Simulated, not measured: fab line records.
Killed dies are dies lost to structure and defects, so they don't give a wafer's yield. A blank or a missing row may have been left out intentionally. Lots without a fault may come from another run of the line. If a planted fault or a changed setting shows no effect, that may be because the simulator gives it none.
Matching of chambers	flow nand_harc	NHARC_A_SGD_CUT_CMP_21 on cmp-01: 4 sister chambers
The step polishes, target thk 148.19 nm. 8 wafers are shown with their chamber, then 12 later ones without.

## WAFERS WITH THEIR CHAMBER
wafer	chamber	motor_current_A (A)	time_to_endpoint_s (s)
L085.2	1	9.8	55
L085.4	0	12.2	49
L087.2	2	9.9	50
L087.3	3	13.0	55
L087.5	3	13.8	53
L092.1	1	10.2	57
L092.3	2	10.0	52
L092.4	0	11.5	53

## WAFERS WHOSE CHAMBER IS MISSING
wafer	motor_current_A (A)	time_to_endpoint_s (s)
L091.1	11.0	50
L091.3	10.1	55
L091.6	10.4	50
L095.1	13.8	52
L095.3	10.0	52
L095.4	10.6	49
L097.2	11.1	49
L097.4	11.9	50
L097.5	10.5	50
L096.2	13.1	53
L096.5	13.3	52
L096.6	11.5	51

## THE CHAMBER EACH PASSED THROUGH
wafer	from the rows above	in truth
L091.1	can't be placed: 0 or 2 or 1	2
L091.3	can't be placed: 1 or 2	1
L091.6	2	2
L095.1	3	3
L095.3	can't be placed: 2 or 1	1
L095.4	can't be placed: 2 or 0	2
L097.2	can't be placed: 0 or 2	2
L097.4	0	0
L097.5	can't be placed: 2 or 0 or 1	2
L096.2	3	3
L096.5	3	3
L096.6	0	0
6 of 12 placed correctly. Not placeable from these rows: 6 (in 6, the candidates include the true chamber). Placed wrongly: 0.
How it was worked out, from the rows above alone: a wafer's distance from a chamber is the root of the sum, over the readings, of the square of ((its reading less the chamber's mean) divided by the reading's scatter). The wafer belongs to the nearest chamber; if the next one is less than 2 further off, it can't be placed. The mean given for a chamber averages the wafers shown for that chamber. How the scatter is found: for the shown wafers, subtract from each reading the mean of its chamber, square and add these, divide the total by (wafers less chambers), then take the root.
